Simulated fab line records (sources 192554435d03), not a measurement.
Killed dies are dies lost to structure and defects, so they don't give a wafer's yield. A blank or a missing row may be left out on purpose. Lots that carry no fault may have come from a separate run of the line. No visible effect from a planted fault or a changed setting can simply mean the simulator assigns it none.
Code-filled problem report in 8D (eight disciplines) form :: flow n5 finfet :: the parts of the form that need people (team, actions taken, sign-off) are left out

== 1. THE ISSUE ==
Mean of etch rf on time s at N5_SDB_ETCH_17: 69.0 s across 4 wafers in 3 lots; on wafers with no fault it is 39.0 s (standard deviation 0.49). That puts it +61 standard deviations away from the usual mean.
The step: etches SiARC in CF4, target depth 23.4 nm, time 39 s.
First observed at day 6 11:49: wafer L155.3, on rie diel-01. Wafers with a number at this step in the record: 26, from 9 lots. By rule, "out" or "out of limits" means more than 4 standard deviations away from the usual mean. Any other wafer with a number is counted as sound.

== 2. WHAT IT IS; WHAT IT IS NOT ==
question: which readings at this step
is: etch rf on time s
is not: drypump motor current A, rf vpp V, showerhead plenum p Torr, throttle valve pct

question: which lots
is: L155, L159, L161
is not: L148, L150, L151, L152, L164, L165

question: which wafers of those lots
is: L155.3, L159.3, L161.3, L161.6
is not: L155.2, L155.4, L159.5, L161.1

question: read on which tools
is: rie diel-01
is not: rie diel-04, rie diel-05

question: when
is: from day 6 11:49
is not: up to then (14 sound wafers); but 8 sound wafers of L159, L161, L164, L165 came after

== 3. SUSPECTS, AND WHAT RULES EACH OUT ==
Counting: a tool at a process step up to the reading stays a suspect if it ran every lot that is out. Sound lots after the first of them don't rule it out here, since some wafers of a struck lot are sound.
- rie diel-01 at N5_SDB_ETCH_17 (etches SiARC in CF4, target depth 23.4 nm, time 39 s): kept. Every lot that is out went through it, the first being L155 (day 6 11:49); the last sound lot it ran before that was L152 (day 5 18:52). Its own etch rf on time s readings are out on those wafers.
The count leaves rie diel-01 at N5_SDB_ETCH_17.

== 4. THE CAUSE (what the simulator had put in) ==
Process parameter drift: rie diel-01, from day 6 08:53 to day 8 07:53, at N5_SDB_ETCH_17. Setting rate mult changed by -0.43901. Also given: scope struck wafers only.
This tool alone remained once counting was done.

== 5. SEQUENCE OF EFFECTS, ordered by route ==
Each row: a reading whose mean over the struck wafers that have a number lies more than 3 standard deviations from the usual. Scope: only readings with a usual standard deviation given in the record; hours: median across lots of the time from each lot's start at the first step in this table that gives one to its start at this step; sigmas: change in usual standard deviations.
hours: 0
step: N5_SDB_ETCH_17
reading: etch rf on time s
usual: 39.0 s
on struck wafers: 69.0
change: +30.0
sigmas: +61
Here are the process steps it includes:
- N5_SDB_ETCH_17: etches SiARC in CF4, target depth 23.4 nm, time 39 s.
Readings that are blank on the struck wafers while sound wafers have them: rf fwd power W at N5_SDB_ETCH_17.
Later measuring or inspecting steps at which every struck wafer that the step has a row for has a number for every such reading, and none has moved that far: N5_BEOL_M4_RC_MEAS_101.

== 6. HOW IT WOULD HAVE BEEN CAUGHT EARLIER ==
3 hours passed between the start of the fault at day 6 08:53 and the first reading out of limits in this record, taken at day 6 11:49.
